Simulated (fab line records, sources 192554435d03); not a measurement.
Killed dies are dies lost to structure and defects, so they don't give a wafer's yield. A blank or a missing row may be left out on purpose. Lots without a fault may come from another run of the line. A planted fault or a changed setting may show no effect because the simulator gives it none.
Which tool did it? | flow n5_finfet | 11 lots, 27 wafers sampled, at 2 steps of a route of 1938

WHAT THE GAUGES READ, wafer by wafer
N5_BEOL_M6_INSPECT_30: inspects for defects (brightfield).
lot  | measured     | on                | raw_defect_count
L337 | day 8 11:23  | defect_inspect-01 | 384 384
L340 | day 9 03:12  | defect_inspect-02 | 413 405 356
L339 | day 9 22:08  | defect_inspect-02 | 319 347
L342 | day 10 00:14 | defect_inspect-01 | 404 357 455
L344 | day 10 02:26 | defect_inspect-02 | 526 315 502
L343 | day 10 02:31 | defect_inspect-02 | 304 317 310
L341 | day 11 14:16 | defect_inspect-01 | 407 312 386
L349 | day 12 09:07 | defect_inspect-02 | 425 593
L354 | day 14 04:07 | defect_inspect-01 | 372 421
L358 | day 14 18:28 | defect_inspect-02 | 432 346
L360 | day 14 22:39 | defect_inspect-02 | 380 395

WHICH TOOL RAN EACH LOT (tool, then ch and the chambers of the sampled wafers, then the start)
lot  | N5_BEOL_M6_STRIP_67
L337 | rie_diel-06 ch 1,2, day 8 10:28
L340 | rie_diel-05 ch 0,2,3, day 9 01:50
L339 | rie_diel-05 ch 0,3, day 9 17:13
L342 | rie_diel-05 ch 0,1, day 9 23:26
L344 | rie_diel-04 ch 0,3, day 10 01:41
L343 | rie_diel-06 ch 0,1,3, day 10 01:51
L341 | rie_diel-06 ch 1,2, day 11 10:14
L349 | rie_diel-04 ch 0,1, day 12 08:10
L354 | rie_diel-05 ch 1,2, day 14 01:24
L358 | rie_diel-05 ch 0,2, day 14 13:59
L360 | rie_diel-05 ch 0,3, day 14 20:12
- N5_BEOL_M6_STRIP_67: strips in CF4.

WHAT THE TOOLS THEMSELVES READ (means of the sampled wafers that have a number; where no wafer has one, the mark that the record gives instead)
N5_BEOL_M6_STRIP_67.
lot  | tool        | drypump_motor_current_A (A) | oes_product_au (a.u.) | rf_vpp_V (V) | showerhead_plenum_p_Torr (Torr) | throttle_valve_pct (%)
L337 | rie_diel-06 | 6.5                         | 0.97                  | 272.3        | 1.85                            | 13.22
L340 | rie_diel-05 | 5.7                         | 0.79                  | 271.4        | 1.81                            | 13.64
L339 | rie_diel-05 | 5.8                         | 0.79                  | 270.7        | 1.76                            | 13.61
L342 | rie_diel-05 | 5.8                         | 0.87                  | 271.5        | 1.80                            | 13.28
L344 | rie_diel-04 | 5.3                         | 0.88                  | 271.6        | 1.81                            | 13.57
L343 | rie_diel-06 | 5.8                         | 0.83                  | 269.9        | 1.80                            | 13.45
L341 | rie_diel-06 | 6.4                         | 0.91                  | 271.6        | 1.83                            | 13.29
L349 | rie_diel-04 | 5.3                         | 0.92                  | 271.4        | 1.83                            | 13.38
L354 | rie_diel-05 | 6.0                         | 0.77                  | 272.5        | 1.85                            | 13.57
L358 | rie_diel-05 | 5.6                         | 0.78                  | 270.8        | 1.81                            | 13.62
L360 | rie_diel-05 | 5.7                         | 0.90                  | 270.1        | 1.75                            | 13.39

THE ANSWER, worked out from the rows above alone
Rule: what is usual is taken from the lots themselves. Put in order of their means at a reading, lots are off if they are a third of the lots or fewer, leave a main group of 4 or more, and stand apart from it by a gap of 3 or more times the standard deviation of the main group's means; of several such gaps the widest counts. A main group whose means are all the same, to the digits that the tables above print for the reading, isn't used. A lot without any number at a reading at which 4 lots or more have one is off too. The other lots that the step has rows for count as sound. The gauges are gone through in route order, then the tools' own readings, and for those a lot's mean is taken as printed above. The first step at which some lot is off is used, and at that step the reading that is off furthest; a lot without a number counts as furthest.
No lot is off at any reading shown: from this, nothing can be told.

WHAT THE SIMULATOR HAD PUT IN
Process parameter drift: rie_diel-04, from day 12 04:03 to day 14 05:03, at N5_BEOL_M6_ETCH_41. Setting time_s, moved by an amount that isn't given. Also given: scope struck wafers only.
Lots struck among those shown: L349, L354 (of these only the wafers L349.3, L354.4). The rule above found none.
